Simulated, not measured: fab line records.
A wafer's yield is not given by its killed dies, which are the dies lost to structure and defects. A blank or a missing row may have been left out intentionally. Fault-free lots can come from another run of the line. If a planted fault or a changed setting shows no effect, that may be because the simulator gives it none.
Split-lot experiment + flow n5Finfet + 39 wafers read from 7 lots, route of 1938 steps

== ON THE SPLIT ==
At N5_WELL_APT_IMPLANT_32, the setting energyKev was moved away from the recipe's 50 on 15 of the 39 wafers read, by -8.2% to +9.3%. For the rest of the wafers, this setting stayed at what the recipe calls for.

The reading comes from the split's own step.

== THE READING ==
In nm, at N5_WELL_APT_IMPLANT_32: implant.drpNm, which is the simulator's own figure and was read by no gauge. The file does not state a usual value for it.

| wafer  | tool, chamber at the split | energyKev as run | against the recipe | implant.drpNm, nm | against lot-mates on the recipe |
|--------|----------------------------|------------------|--------------------|-------------------|---------------------------------|
| L077.1 | implanter-01, 0            | 50               | recipe             | 18.55             | -                               |
| L077.3 | implanter-01, 0            | 50               | recipe             | 18.55             | -                               |
| L077.5 | implanter-01, 0            | 50               | recipe             | 18.55             | -                               |
| L077.2 | implanter-01, 0            | 47.23            | -5.5%              | 17.81             | -0.74                           |
| L077.4 | implanter-01, 0            | 47.23            | -5.5%              | 17.81             | -0.74                           |
| L077.6 | implanter-01, 0            | 47.23            | -5.5%              | 17.81             | -0.74                           |
| L080.1 | implanter-02, 0            | 50               | recipe             | 18.55             | -                               |
| L080.3 | implanter-02, 0            | 50               | recipe             | 18.55             | -                               |
| L080.5 | implanter-02, 0            | 50               | recipe             | 18.55             | -                               |
| L080.2 | implanter-02, 0            | 46.89            | -6.2%              | 17.72             | -0.83                           |
| L080.4 | implanter-02, 0            | 46.89            | -6.2%              | 17.72             | -0.83                           |
| L080.6 | implanter-02, 0            | 46.89            | -6.2%              | 17.72             | -0.83                           |
| L087.1 | implanter-02, 0            | 50               | recipe             | 18.55             | -                               |
| L087.2 | implanter-02, 0            | 50               | recipe             | 18.55             | -                               |
| L087.3 | implanter-02, 0            | 50               | recipe             | 18.55             | -                               |
| L087.4 | implanter-02, 0            | 50               | recipe             | 18.55             | -                               |
| L087.5 | implanter-02, 0            | 50               | recipe             | 18.55             | -                               |
| L087.6 | implanter-02, 0            | 50               | recipe             | 18.55             | -                               |
| L089.1 | implanter-01, 0            | 50               | recipe             | 18.55             | -                               |
| L089.3 | implanter-01, 0            | 50               | recipe             | 18.55             | -                               |
| L089.4 | implanter-01, 0            | 50               | recipe             | 18.55             | -                               |
| L092.1 | implanter-01, 0            | 50               | recipe             | 18.55             | -                               |
| L092.2 | implanter-01, 0            | 50               | recipe             | 18.55             | -                               |
| L092.5 | implanter-01, 0            | 50               | recipe             | 18.55             | -                               |
| L092.3 | implanter-01, 0            | 47               | -6.0%              | 17.75             | -0.80                           |
| L092.4 | implanter-01, 0            | 47               | -6.0%              | 17.75             | -0.80                           |
| L092.6 | implanter-01, 0            | 47               | -6.0%              | 17.75             | -0.80                           |
| L094.1 | implanter-01, 0            | 54.65            | +9.3%              | 19.79             | +1.24                           |
| L094.3 | implanter-01, 0            | 54.65            | +9.3%              | 19.79             | +1.24                           |
| L094.6 | implanter-01, 0            | 54.65            | +9.3%              | 19.79             | +1.24                           |
| L094.2 | implanter-01, 0            | 50               | recipe             | 18.55             | -                               |
| L094.4 | implanter-01, 0            | 50               | recipe             | 18.55             | -                               |
| L094.5 | implanter-01, 0            | 50               | recipe             | 18.55             | -                               |
| L096.1 | implanter-02, 0            | 50               | recipe             | 18.55             | -                               |
| L096.2 | implanter-02, 0            | 50               | recipe             | 18.55             | -                               |
| L096.4 | implanter-02, 0            | 50               | recipe             | 18.55             | -                               |
| L096.3 | implanter-02, 0            | 45.91            | -8.2%              | 17.46             | -1.09                           |
| L096.5 | implanter-02, 0            | 45.91            | -8.2%              | 17.46             | -1.09                           |
| L096.6 | implanter-02, 0            | 45.91            | -8.2%              | 17.46             | -1.09                           |

FIT RESULTS
A straight line over all 39 wafers: implant.drpNm changes by +0.133 nm for each +1% of energyKev; r = +1.00; the points scatter about the line by 0.00045 nm.
The same after taking each lot's own level away (the mean of its wafers on the recipe; 39 wafers): +0.133 nm for each +1%; r = +1.00; scatter 0.00045 nm.
The reading moves by 1.2 nm for the largest change in energyKev, on that fit.
The lots' own levels span 18.550 to 18.550 nm.
So the lot-to-lot level changes the slope little: the two slopes agree.
Check: with one of the wafers moved furthest among these (+9.3%) left out of the fit, the line predicts +1.24 nm for it against its lot-mates. It came out at +1.24 nm against them.

== THESE WAFERS: OTHER SPLITS ==
Before the reading, these wafers also passed through other splits. Each is held against what the fit with the lots' levels taken away leaves over:
| other split on the same wafers | wafers away from the commonest value | r with implant.drpNm (lot level and that fit taken away) |
|--------------------------------|--------------------------------------|----------------------------------------------------------|
| N5_WELL_APT_EXPOSE_05 doseMj   | 12                                   | +0.00                                                    |

== THE WHOLE CHAIN: every reading that the file lists as answering this split, in the file's order ==
| step                   | what it does | reading                                                        | change (the file's fit)               | r (the file's) |
|------------------------|--------------|----------------------------------------------------------------|---------------------------------------|----------------|
| N5_WELL_APT_IMPLANT_32 |              | implant.rpNm (the simulator's own value, which no gauge read)  | +0.368 nm for each +1% of the setting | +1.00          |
| N5_WELL_APT_IMPLANT_32 |              | implant.drpNm (the simulator's own value, which no gauge read) | +0.133 nm for each +1% of the setting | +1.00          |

== FILE'S OWN FIT ==
implant.drpNm changes by +0.133 nm for each +1% of energyKev, r = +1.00.
